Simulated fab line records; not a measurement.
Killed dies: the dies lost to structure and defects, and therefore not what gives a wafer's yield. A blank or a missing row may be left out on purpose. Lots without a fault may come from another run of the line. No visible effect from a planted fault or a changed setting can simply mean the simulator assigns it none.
A lot that was struck, set against a sound lot -- flow nandHarc -- 13 steps out of a route of 1302
Sound: these wafers, L215.2, L215.3, L215.4. Struck: wafer L223.2. Last of all comes the cause.
Per side, at each step with rows, come the tool, then ch with its chambers, and then its first start. Under that, the readings that differ: sound wafers -- struck wafers -- difference of the means -- sigmas: that difference in standard deviations of wafers without a fault.
alike: words and numbers the same on both sides, and readings whose means are apart by under 2 such deviations; not compared: readings that were withheld, readings missing a value for some wafer, numbers with overlapping values and no deviation given by the record, and bounds like >300 which may hide the same value.
The two part at a step that has a row with sigmas, a row that says differs or no value, or rows on one side only. Numbers that don't overlap but have no deviation are shown without sigmas and don't part them. A reading missing from all wafers of one side parts the sides only when that side holds two or more wafers.

first, 6 steps without rows for these wafers: NHARC_A_DECK1_JOINT_CVD_34 (deposits SiNx, target thk 20 nm); NHARC_A_DECK1_JOINT_DEP_06 (deposits SiOx, target thk 80 nm); NHARC_A_DECK1_JOINT_CURE_26 (time 32 s); NHARC_A_DECK1_JOINT_ANNEAL_27 (time 3600 s); NHARC_A_DECK1_JOINT_ANNEAL_28 (time 1800 s); NHARC_A_DECK1_JOINT_ANNEAL_29 (time 1800 s).
NHARC_A_DECK1_JOINT_CMP_02: polishes SiOx.
  sound on cmp-01 ch 0,1,3, day 12 16:16; struck on cmp-01 ch 2, day 15 23:01
  alike: motorCurrentA, padLifeWafers
next, for these wafers, 1 step has no rows: NHARC_A_DECK1_JOINT_SRD_15.
NHARC_A_DECK1_JOINT_DEP_16: deposits SiO2, target thk 45 nm.
  sound on pecvd-01 ch 0,2, day 12 16:37; struck on pecvd-04 ch 0, day 15 23:27
  alike: heaterPowerW, throttleValvePct
NHARC_A_DECK1_JOINT_THK_MEAS_17: measures by ellipsometry.
  sound on filmMetro-02, day 12 16:54; struck on filmMetro-02, day 15 23:40
reading,sound,struck,difference,sigmas
thkNm (nm),42.4 41.4 45.3,46.1,+3.1,+2
NHARC_A_DECK1_JOINT_INSPECT_05:
  sound on defectInspect-02, day 12 16:56; struck on defectInspect-02, day 15 23:43
  alike: rawDefectCount
NHARC_A_ONON_D2_DEP_00: target thk 1000 nm.
  sound on pecvdOnon-02 ch 0, day 12 17:04; struck on pecvdOnon-02 ch 0, day 15 23:50
NHARC_A_ONON_D2_THK_MEAS_02: measures by ellipsometry.
  sound on filmMetro-02, day 12 17:31; struck on filmMetro-01, day 16 00:27
reading,sound,struck,difference,sigmas
thkNm (nm),1001 1001 1002,680,-321,-37
  not compared: hold

## WHERE THEY PART
Last at NHARC_A_ONON_D2_THK_MEAS_02 as far as this record goes, first at NHARC_A_DECK1_JOINT_THK_MEAS_17.

WHY: what had been put in by the simulator
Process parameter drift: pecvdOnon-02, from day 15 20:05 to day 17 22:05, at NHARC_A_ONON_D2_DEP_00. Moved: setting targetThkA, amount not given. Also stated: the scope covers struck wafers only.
